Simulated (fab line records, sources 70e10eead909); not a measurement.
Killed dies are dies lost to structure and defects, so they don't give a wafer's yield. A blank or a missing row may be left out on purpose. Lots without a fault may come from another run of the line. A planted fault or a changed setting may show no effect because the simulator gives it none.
Which tool did it? | flow nand_harc | 23 lots, 69 wafers sampled, at 6 steps of a route of 1302

WHAT THE GAUGES READ, wafer by wafer
The record holds no reading of a measuring or inspecting step that can be judged against a usual standard deviation.

WHICH TOOL RAN EACH LOT (tool, then ch and the chambers of the sampled wafers, then the start)
lot  | NHARC_A_STAIRCASE_STRIP_254          | NHARC_A_STAIRCASE_ETCH_451                    | NHARC_A_STAIRCASE_ETCH_292         | NHARC_A_STAIRCASE_HM_OPEN_460                 | NHARC_A_STAIRCASE_ETCH_294                    | NHARC_A_STAIRCASE_ALD_420
L074 | plasma_asher-02 ch 0,1, day 16 08:02 | rie_diel-10 ch 0,2,3, day 16 20:28 or earlier | rie_diel-07 ch 0,3, day 16 20:28   | rie_diel-07 ch 0,2,3, day 17 09:47 or earlier | rie_diel-07 ch 1,2,3, day 17 09:47 or earlier | ald_hk-01 ch 1,2, day 17 09:47
L075 | plasma_asher-01 ch 0, day 16 10:42   | rie_diel-07 ch 0,3, day 16 21:27 or earlier   | rie_diel-11 ch 1,3, day 16 21:27   | rie_diel-11 ch 0,1, day 17 11:50 or earlier   | rie_diel-11 ch 2,3, day 17 11:50 or earlier   | ald_hk-04 ch 0,2, day 17 11:50
L076 | plasma_asher-01 ch 0,1, day 16 12:34 | rie_diel-10 ch 0,1,2, day 17 01:56 or earlier | rie_diel-11 ch 0,1, day 17 01:56   | rie_diel-11 ch 0,3, day 17 15:43 or earlier   | rie_diel-11 ch 2,3, day 17 15:43 or earlier   | ald_hk-04 ch 1,2, day 17 15:43
L077 | plasma_asher-01 ch 0,1, day 17 21:45 | rie_diel-07 ch 0,3, day 18 09:31 or earlier   | rie_diel-11 ch 0,1,3, day 18 09:31 | rie_diel-11 ch 0,1,3, day 19 02:26 or earlier | rie_diel-11 ch 1,2,3, day 19 02:26 or earlier | ald_hk-03 ch 0,1,3, day 19 02:26
L078 | plasma_asher-01 ch 0,1, day 17 23:04 | rie_diel-11 ch 0,2, day 18 11:44 or earlier   | rie_diel-11 ch 0,2, day 18 11:44   | rie_diel-11 ch 0,2, day 19 02:34 or earlier   | rie_diel-11 ch 1,2,3, day 19 02:34 or earlier | ald_hk-01 ch 0,1,2, day 19 02:34
L079 | plasma_asher-02 ch 0,1, day 18 03:37 | rie_diel-07 ch 0,1,2, day 18 13:14 or earlier | rie_diel-10 ch 0,1,2, day 18 13:14 | rie_diel-10 ch 0,1, day 19 04:39 or earlier   | rie_diel-10 ch 0,1, day 19 04:39 or earlier   | ald_hk-01 ch 0,1,3, day 19 04:39
L080 | plasma_asher-01 ch 0,1, day 18 19:17 | rie_diel-11 ch 0,2, day 19 09:11 or earlier   | rie_diel-10 ch 0,1,3, day 19 09:11 | rie_diel-10 ch 0,1, day 19 21:32 or earlier   | rie_diel-10 ch 0,1, day 19 21:32 or earlier   | ald_hk-04 ch 0,2, day 19 21:32
L082 | plasma_asher-01 ch 1, day 19 13:37   | rie_diel-07 ch 1,2,3, day 20 00:52 or earlier | rie_diel-07 ch 0,1, day 20 00:52   | rie_diel-07 ch 0,1,3, day 20 15:09 or earlier | rie_diel-07 ch 0,1, day 20 15:09 or earlier   | ald_hk-03 ch 1,2,3, day 20 15:09
L081 | plasma_asher-02 ch 1, day 19 14:13   | rie_diel-11 ch 0,1, day 20 01:25 or earlier   | rie_diel-11 ch 0,2, day 20 01:25   | rie_diel-11 ch 0,1,2, day 20 15:27 or earlier | rie_diel-11 ch 0,1, day 20 15:27 or earlier   | ald_hk-04 ch 0,1,3, day 20 15:27
L084 | plasma_asher-02 ch 0,1, day 20 00:41 | rie_diel-11 ch 1,3, day 20 11:56 or earlier   | rie_diel-07 ch 0,1,2, day 20 11:56 | rie_diel-07 ch 0,2, day 21 00:56 or earlier   | rie_diel-07 ch 1,3, day 21 00:56 or earlier   | ald_hk-04 ch 1,2,3, day 21 00:56
L083 | plasma_asher-01 ch 0,1, day 20 01:17 | rie_diel-10 ch 1,2,3, day 20 12:21 or earlier | rie_diel-10 ch 0,2,3, day 20 12:21 | rie_diel-10 ch 1,2,3, day 21 01:24 or earlier | rie_diel-10 ch 0,2,3, day 21 01:24 or earlier | ald_hk-03 ch 0,1,2, day 21 01:24
L085 | plasma_asher-02 ch 0,1, day 20 17:40 | rie_diel-10 ch 1,2, day 21 04:04 or earlier   | rie_diel-10 ch 2,3, day 21 04:04   | rie_diel-10 ch 0,2, day 22 05:00 or earlier   | rie_diel-10 ch 0,1,3, day 22 05:00 or earlier | ald_hk-04 ch 1,2,3, day 22 05:00
L088 | plasma_asher-02 ch 0,1, day 22 00:09 | rie_diel-11 ch 0,2,3, day 22 11:00 or earlier | rie_diel-10 ch 0,2,3, day 22 11:00 | rie_diel-10 ch 1,2,3, day 23 01:35 or earlier | rie_diel-10 ch 1,2,3, day 23 01:35 or earlier | ald_hk-01 ch 1,3, day 23 01:35
L087 | plasma_asher-01 ch 0,1, day 22 00:32 | rie_diel-07 ch 0,1,3, day 22 11:31 or earlier | rie_diel-10 ch 1,2, day 22 11:31   | rie_diel-10 ch 0,1,3, day 23 01:44 or earlier | rie_diel-10 ch 0,1, day 23 01:44 or earlier   | ald_hk-03 ch 1,2,3, day 23 01:44
L089 | plasma_asher-02 ch 0,1, day 22 08:40 | rie_diel-10 ch 0,1,3, day 22 19:06 or earlier | rie_diel-07 ch 0,1,3, day 22 19:06 | rie_diel-07 ch 0,2,3, day 23 07:31 or earlier | rie_diel-07 ch 1,2,3, day 23 07:31 or earlier | ald_hk-04 ch 1,2,3, day 23 07:31
L090 | plasma_asher-02 ch 0,1, day 23 02:40 | rie_diel-11 ch 0,3, day 23 15:04 or earlier   | rie_diel-10 ch 1,2,3, day 23 15:04 | rie_diel-10 ch 0,1, day 24 04:29 or earlier   | rie_diel-10 ch 0,2,3, day 24 04:29 or earlier | ald_hk-01 ch 1,2,3, day 24 04:29
L091 | plasma_asher-02 ch 0,1, day 23 10:50 | rie_diel-11 ch 1,2, day 24 00:29 or earlier   | rie_diel-11 ch 2,3, day 24 00:29   | rie_diel-11 ch 1,2, day 24 13:07 or earlier   | rie_diel-11 ch 0,1,3, day 24 13:07 or earlier | ald_hk-04 ch 1,2,3, day 24 13:07
L092 | plasma_asher-01 ch 0,1, day 23 17:19 | rie_diel-11 ch 0,1,3, day 24 04:46 or earlier | rie_diel-11 ch 1,3, day 24 04:46   | rie_diel-11 ch 0,2,3, day 25 02:14 or earlier | rie_diel-11 ch 1,2, day 25 02:14 or earlier   | ald_hk-03 ch 1,2, day 25 02:14
L093 | plasma_asher-02 ch 0,1, day 23 20:35 | rie_diel-10 ch 0,2,3, day 24 08:13 or earlier | rie_diel-11 ch 0,1,2, day 24 08:13 | rie_diel-11 ch 0,2,3, day 24 23:19 or earlier | rie_diel-11 ch 1,2, day 24 23:19 or earlier   | ald_hk-04 ch 2,3, day 24 23:19
L094 | plasma_asher-02 ch 0,1, day 24 03:34 | rie_diel-10 ch 0,3, day 24 18:17 or earlier   | rie_diel-10 ch 0,1,2, day 24 18:17 | rie_diel-10 ch 0,1,3, day 25 07:01 or earlier | rie_diel-10 ch 1,3, day 25 07:01 or earlier   | ald_hk-01 ch 0,2,3, day 25 07:01
L095 | plasma_asher-02 ch 0,1, day 24 21:56 | rie_diel-07 ch 0,2, day 25 09:47 or earlier   | rie_diel-10 ch 0,1,3, day 25 09:47 | rie_diel-10 ch 1,3, day 26 00:04 or earlier   | rie_diel-10 ch 0,1,3, day 26 00:04 or earlier | ald_hk-03 ch 0,2,3, day 26 00:04
L096 | plasma_asher-01 ch 0,1, day 25 04:29 | rie_diel-07 ch 0,2,3, day 25 17:19 or earlier | rie_diel-10 ch 1,2, day 25 17:19   | rie_diel-10 ch 0,2,3, day 26 08:01 or earlier | rie_diel-10 ch 0,2,3, day 26 08:01 or earlier | ald_hk-04 ch 0,2,3, day 26 08:01
L097 | plasma_asher-02 ch 0,1, day 25 12:14 | rie_diel-11 ch 0,2,3, day 25 21:34 or earlier | rie_diel-10 ch 2,3, day 25 21:34   | rie_diel-10 ch 0,1,3, day 26 11:19 or earlier | rie_diel-10 ch 1,2,3, day 26 11:19 or earlier | ald_hk-03 ch 1,2, day 26 11:19
- NHARC_A_STAIRCASE_STRIP_254: strips in O2.
- NHARC_A_STAIRCASE_ETCH_451: etches the open film in CF4/O2, target depth 30 nm, overetch 3 nm, time 16.5 s.
- NHARC_A_STAIRCASE_ETCH_292: etches the open film in CF4/CHF3.
- NHARC_A_STAIRCASE_HM_OPEN_460: chemistry O2/COS.
- NHARC_A_STAIRCASE_ETCH_294: etches the open film in C4F8/O2/Ar, target depth 4989 nm, time 1211.6 s.
- NHARC_A_STAIRCASE_ALD_420: deposits SiO2, target thk 20 nm, pulse time 6 s, ald cycles 200.

WHAT THE TOOLS THEMSELVES READ (means of the sampled wafers that have a number; where no wafer has one, the mark that the record gives instead)
NHARC_A_STAIRCASE_STRIP_254. Usual: drypump_motor_current_A 5.9 A, standard deviation 0.37; heater_power_w 325 W, standard deviation 24.
lot  | tool            | drypump_motor_current_A (A) | heater_power_w (W) | flag
L074 | plasma_asher-02 | 5.9                         | 334                |
L075 | plasma_asher-01 | 5.2                         | 319                |
L076 | plasma_asher-01 | 5.5                         | 303                |
L077 | plasma_asher-01 | 5.5                         | 304                |
L078 | plasma_asher-01 | 5.9                         | 292                |
L079 | plasma_asher-02 | 6.0                         | 325                |
L080 | plasma_asher-01 | 5.5                         | 306                |
L082 | plasma_asher-01 | 6.2                         | 283                |
L081 | plasma_asher-02 | 6.2                         | 346                |
L084 | plasma_asher-02 | 5.9                         | 346                |
L083 | plasma_asher-01 | 5.9                         | 293                |
L085 | plasma_asher-02 | 6.0                         | 347                |
L088 | plasma_asher-02 | 6.1                         | 341                |
L087 | plasma_asher-01 | 5.5                         | 304                |
L089 | plasma_asher-02 | 6.0                         | 344                |
L090 | plasma_asher-02 | 6.0                         | 337                |
L091 | plasma_asher-02 | 5.9                         | 341                |
L092 | plasma_asher-01 | 5.9                         | 303                |
L093 | plasma_asher-02 | 5.9                         | 344                |
L094 | plasma_asher-02 | 6.0                         | 343                |
L095 | plasma_asher-02 | 6.0                         | 349                |
L096 | plasma_asher-01 | 5.5                         | 311                |
L097 | plasma_asher-02 | 5.9                         | 343                |

NHARC_A_STAIRCASE_ETCH_451. Usual: drypump_motor_current_A 5.9 A, standard deviation 0.43; oes_ar_750_au 1.000 a.u., standard deviation 0.0046; oes_product_au 1.003 a.u., standard deviation 0.0098; rf_vpp_V 197.7 V, standard deviation 1.4; showerhead_plenum_p_Torr 1.33 Torr, standard deviation 0.052; throttle_valve_pct 13.397 %, standard deviation 0.0093.
lot  | tool        | drypump_motor_current_A (A) | oes_ar_750_au (a.u.) | oes_product_au (a.u.) | rf_vpp_V (V) | showerhead_plenum_p_Torr (Torr) | throttle_valve_pct (%) | flag
L074 | rie_diel-10 | 6.0                         | 1.002                | 1.012                 | 197.5        | 1.30                            | 13.398                 |
L075 | rie_diel-07 | 5.4                         | 1.001                | 1.003                 | 197.6        | 1.31                            | 13.406                 |
L076 | rie_diel-10 | 6.0                         | 1.002                | 1.000                 | 196.6        | 1.29                            | 13.392                 |
L077 | rie_diel-07 | 5.4                         | 1.004                | 1.004                 | 197.2        | 1.31                            | 13.399                 |
L078 | rie_diel-11 | 5.4                         | 1.006                | 0.991                 | 199.3        | 1.37                            | 13.397                 |
L079 | rie_diel-07 | 5.7                         | 0.997                | 1.001                 | 196.4        | 1.30                            | 13.403                 |
L080 | rie_diel-11 | 5.4                         | 1.001                | 1.004                 | 198.6        | 1.37                            | 13.399                 |
L082 | rie_diel-07 | 6.0                         | 0.997                | 0.993                 | 196.7        | 1.30                            | 13.393                 |
L081 | rie_diel-11 | 6.0                         | 0.999                | 1.011                 | 198.2        | 1.38                            | 13.392                 |
L084 | rie_diel-11 | 6.3                         | 1.005                | 1.008                 | 198.1        | 1.37                            | 13.398                 |
L083 | rie_diel-10 | 5.9                         | 0.995                | 1.006                 | 197.9        | 1.36                            | 13.400                 |
L085 | rie_diel-10 | 5.9                         | 0.999                | 1.007                 | 198.7        | 1.34                            | 13.393                 |
L088 | rie_diel-11 | 5.7                         | 1.001                | 1.008                 | 198.6        | 1.35                            | 13.397                 |
L087 | rie_diel-07 | 5.8                         | 1.002                | 0.994                 | 197.6        | 1.31                            | 13.403                 |
L089 | rie_diel-10 | 6.2                         | 0.998                | 1.005                 | 197.0        | 1.32                            | 13.392                 |
L090 | rie_diel-11 | 6.0                         | 1.004                | 1.005                 | 198.4        | 1.38                            | 13.396                 |
L091 | rie_diel-11 | 5.8                         | 0.994                | 1.014                 | 197.0        | 1.30                            | 13.412                 |
L092 | rie_diel-11 | 6.0                         | 1.000                | 1.002                 | 198.9        | 1.37                            | 13.404                 |
L093 | rie_diel-10 | 6.0                         | 1.001                | 1.008                 | 199.0        | 1.36                            | 13.392                 |
L094 | rie_diel-10 | 6.2                         | 0.997                | 1.012                 | 198.6        | 1.33                            | 13.405                 |
L095 | rie_diel-07 | 5.3                         | 1.003                | 0.992                 | 196.1        | 1.28                            | 13.403                 |
L096 | rie_diel-07 | 5.7                         | 0.993                | 1.001                 | 196.6        | 1.28                            | 13.397                 |
L097 | rie_diel-11 | 5.7                         | 0.999                | 1.003                 | 198.1        | 1.35                            | 13.395                 |

NHARC_A_STAIRCASE_ETCH_292. Usual: chf3_flow_sccm 29.99 sccm, standard deviation 0.099; drypump_motor_current_A 5.9 A, standard deviation 0.4; oes_product_au 0.942 a.u., standard deviation 0.02; rf_vpp_V 370.6 V, standard deviation 2.3; showerhead_plenum_p_Torr 1.58 Torr, standard deviation 0.064; throttle_valve_pct 16.803 %, standard deviation 0.0085.
lot  | tool        | chf3_flow_sccm (sccm) | drypump_motor_current_A (A) | oes_product_au (a.u.) | rf_vpp_V (V) | showerhead_plenum_p_Torr (Torr) | throttle_valve_pct (%) | flag
L074 | rie_diel-07 | 30.04                 | 5.4                         | 0.956                 | 369.3        | 1.54                            | 16.802                 |
L075 | rie_diel-11 | 29.92                 | 6.3                         | 0.967                 | 372.3        | 1.62                            | 16.799                 |
L076 | rie_diel-11 | 29.96                 | 6.0                         | 0.974                 | 372.3        | 1.63                            | 16.796                 |
L077 | rie_diel-11 | 30.14                 | 6.0                         | 0.937                 | 373.3        | 1.63                            | 16.802                 |
L078 | rie_diel-11 | 29.99                 | 5.4                         | 0.924                 | 372.2        | 1.62                            | 16.801                 |
L079 | rie_diel-10 | 30.00                 | 6.0                         | 0.952                 | 369.2        | 1.52                            | 16.794                 |
L080 | rie_diel-10 | 30.09                 | 6.2                         | 0.923                 | 370.1        | 1.56                            | 16.800                 |
L082 | rie_diel-07 | 30.06                 | 5.9                         | 0.913                 | 369.9        | 1.56                            | 16.803                 |
L081 | rie_diel-11 | 29.99                 | 5.4                         | 0.937                 | 371.7        | 1.62                            | 16.804                 |
L084 | rie_diel-07 | 30.00                 | 5.7                         | 0.928                 | 369.6        | 1.53                            | 16.801                 |
L083 | rie_diel-10 | 30.02                 | 6.0                         | 0.939                 | 371.2        | 1.61                            | 16.801                 |
L085 | rie_diel-10 | 29.87                 | 5.7                         | 0.937                 | 373.7        | 1.66                            | 16.805                 |
L088 | rie_diel-10 | 29.95                 | 6.0                         | 0.941                 | 371.2        | 1.61                            | 16.806                 |
L087 | rie_diel-10 | 30.00                 | 5.7                         | 0.933                 | 371.9        | 1.63                            | 16.801                 |
L089 | rie_diel-07 | 29.91                 | 5.8                         | 0.977                 | 369.5        | 1.55                            | 16.803                 |
L090 | rie_diel-10 | 29.97                 | 5.9                         | 0.929                 | 371.0        | 1.60                            | 16.799                 |
L091 | rie_diel-11 | 29.90                 | 5.8                         | 0.926                 | 370.3        | 1.53                            | 16.801                 |
L092 | rie_diel-11 | 29.97                 | 6.4                         | 0.940                 | 371.5        | 1.59                            | 16.812                 |
L093 | rie_diel-11 | 29.94                 | 5.7                         | 0.983                 | 372.0        | 1.58                            | 16.804                 |
L094 | rie_diel-10 | 30.10                 | 6.0                         | 0.930                 | 371.3        | 1.58                            | 16.812                 |
L095 | rie_diel-10 | 29.97                 | 6.2                         | 0.936                 | 369.3        | 1.55                            | 16.804                 |
L096 | rie_diel-10 | 30.06                 | 5.7                         | 0.928                 | 372.8        | 1.63                            | 16.808                 |
L097 | rie_diel-10 | 30.06                 | 5.9                         | 0.968                 | 372.1        | 1.62                            | 16.789                 |

NHARC_A_STAIRCASE_HM_OPEN_460. Usual: drypump_motor_current_A 5.9 A, standard deviation 0.41; oes_product_au 1.004 a.u., standard deviation 0.0099; rf_vpp_V 467.1 V, standard deviation 2.5; showerhead_plenum_p_Torr 3.12 Torr, standard deviation 0.12; throttle_valve_pct 28.331 %, standard deviation 0.0092.
lot  | tool        | drypump_motor_current_A (A) | oes_product_au (a.u.) | rf_vpp_V (V) | showerhead_plenum_p_Torr (Torr) | throttle_valve_pct (%) | flag
L074 | rie_diel-07 | 5.6                         | 1.002                 | 464.8        | 3.02                            | 28.328                 |
L075 | rie_diel-11 | 5.7                         | 0.999                 | 471.0        | 3.28                            | 28.322                 |
L076 | rie_diel-11 | 6.0                         | 1.007                 | 469.8        | 3.25                            | 28.328                 |
L077 | rie_diel-11 | 6.0                         | 1.005                 | 469.1        | 3.23                            | 28.335                 |
L078 | rie_diel-11 | 5.5                         | 1.004                 | 466.7        | 3.10                            | 28.324                 |
L079 | rie_diel-10 | 6.2                         | 0.993                 | 465.7        | 3.05                            | 28.340                 |
L080 | rie_diel-10 | 6.2                         | 1.012                 | 466.4        | 3.07                            | 28.338                 |
L082 | rie_diel-07 | 5.8                         | 1.001                 | 465.3        | 3.08                            | 28.326                 |
L081 | rie_diel-11 | 5.7                         | 1.013                 | 467.4        | 3.16                            | 28.330                 |
L084 | rie_diel-07 | 5.5                         | 0.985                 | 464.6        | 2.96                            | 28.329                 |
L083 | rie_diel-10 | 6.0                         | 1.002                 | 468.4        | 3.18                            | 28.331                 |
L085 | rie_diel-10 | 5.8                         | 1.014                 | 469.9        | 3.27                            | 28.335                 |
L088 | rie_diel-10 | 5.9                         | 1.013                 | 469.4        | 3.18                            | 28.339                 |
L087 | rie_diel-10 | 6.2                         | 1.008                 | 465.8        | 3.08                            | 28.330                 |
L089 | rie_diel-07 | 5.6                         | 0.997                 | 464.7        | 3.00                            | 28.328                 |
L090 | rie_diel-10 | 6.3                         | 1.006                 | 465.6        | 3.05                            | 28.329                 |
L091 | rie_diel-11 | 5.9                         | 1.012                 | 465.1        | 3.03                            | 28.340                 |
L092 | rie_diel-11 | 5.7                         | 1.007                 | 468.1        | 3.15                            | 28.326                 |
L093 | rie_diel-11 | 5.7                         | 1.009                 | 466.5        | 3.15                            | 28.330                 |
L094 | rie_diel-10 | 6.2                         | 1.003                 | 466.1        | 3.07                            | 28.330                 |
L095 | rie_diel-10 | 6.1                         | 1.003                 | 465.3        | 3.05                            | 28.335                 |
L096 | rie_diel-10 | 6.0                         | 1.005                 | 468.9        | 3.18                            | 28.324                 |
L097 | rie_diel-10 | 6.2                         | 1.000                 | 466.1        | 3.07                            | 28.328                 |

NHARC_A_STAIRCASE_ETCH_294. Usual: oes_product_au 0.937 a.u., standard deviation 0.012; rf_vpp_V 1827 V, standard deviation 9.9.
lot  | tool        | oes_product_au (a.u.) | rf_vpp_V (V) | flag
L074 | rie_diel-07 | 0.917                 | 1821         |
L075 | rie_diel-11 | 0.955                 | 1829         |
L076 | rie_diel-11 | 0.953                 | 1829         |
L077 | rie_diel-11 | 0.932                 | 1828         |
L078 | rie_diel-11 | 0.940                 | 1827         |
L079 | rie_diel-10 | 0.934                 | 1822         |
L080 | rie_diel-10 | 0.940                 | 1823         |
L082 | rie_diel-07 | 0.922                 | 1823         |
L081 | rie_diel-11 | 0.951                 | 1835         |
L084 | rie_diel-07 | 0.929                 | 1825         |
L083 | rie_diel-10 | 0.943                 | 1833         |
L085 | rie_diel-10 | 0.929                 | 1825         |
L088 | rie_diel-10 | 0.938                 | 1831         |
L087 | rie_diel-10 | 0.926                 | 1820         |
L089 | rie_diel-07 | 0.939                 | 1819         |
L090 | rie_diel-10 | 0.937                 | 1832         |
L091 | rie_diel-11 | 0.936                 | 1835         |
L092 | rie_diel-11 | 0.950                 | 1825         |
L093 | rie_diel-11 | 0.942                 | 1825         |
L094 | rie_diel-10 | 0.937                 | 1825         |
L095 | rie_diel-10 | 0.928                 | 1823         |
L096 | rie_diel-10 | 0.951                 | 1832         |
L097 | rie_diel-10 | 0.952                 | 1830         |

NHARC_A_STAIRCASE_ALD_420. Usual: heater_power_w 480 W, standard deviation 46; precursor_pulse_height_rel 1.001, standard deviation 0.018.
lot  | tool      | heater_power_w (W) | precursor_pulse_height_rel | flag
L074 | ald_hk-01 | 490                | 1.003                      |
L075 | ald_hk-04 | 458                | 1.001                      |
L076 | ald_hk-04 | 462                | 0.999                      |
L077 | ald_hk-03 | 487                | 1.009                      |
L078 | ald_hk-01 | 498                | 1.010                      |
L079 | ald_hk-01 | 458                | 1.012                      |
L080 | ald_hk-04 | 481                | 0.995                      |
L082 | ald_hk-03 | 507                | 0.985                      |
L081 | ald_hk-04 | 475                | 0.987                      |
L084 | ald_hk-04 | 457                | 0.994                      |
L083 | ald_hk-03 | 474                | 1.012                      |
L085 | ald_hk-04 | 451                | 0.991                      |
L088 | ald_hk-01 | 433                | 1.015                      |
L087 | ald_hk-03 | 515                | 1.005                      |
L089 | ald_hk-04 | 461                | 0.991                      |
L090 | ald_hk-01 | 490                | 1.015                      |
L091 | ald_hk-04 | 463                | 0.999                      |
L092 | ald_hk-03 | 498                | 1.019                      |
L093 | ald_hk-04 | 469                | 1.009                      |
L094 | ald_hk-01 | 502                | 0.993                      |
L095 | ald_hk-03 | 534                | 1.019                      |
L096 | ald_hk-04 | 477                | 1.004                      |
L097 | ald_hk-03 | 459                | 1.005                      |

THE ANSWER, worked out from the rows above alone
Rule: a lot is off if the mean of its wafers that have a number lies more than 3 standard deviations from the usual mean. A lot without any number at a reading at which 4 lots or more have one is off too. The other lots that the step has rows for count as sound. The gauges are gone through in route order, then the tools' own readings, and for those a lot's mean is taken as printed above. The first step at which some lot is off is used, and at that step the reading that is off furthest; a lot without a number counts as furthest.
No lot is off at any reading shown: from this, nothing can be told.

WHAT THE SIMULATOR HAD PUT IN
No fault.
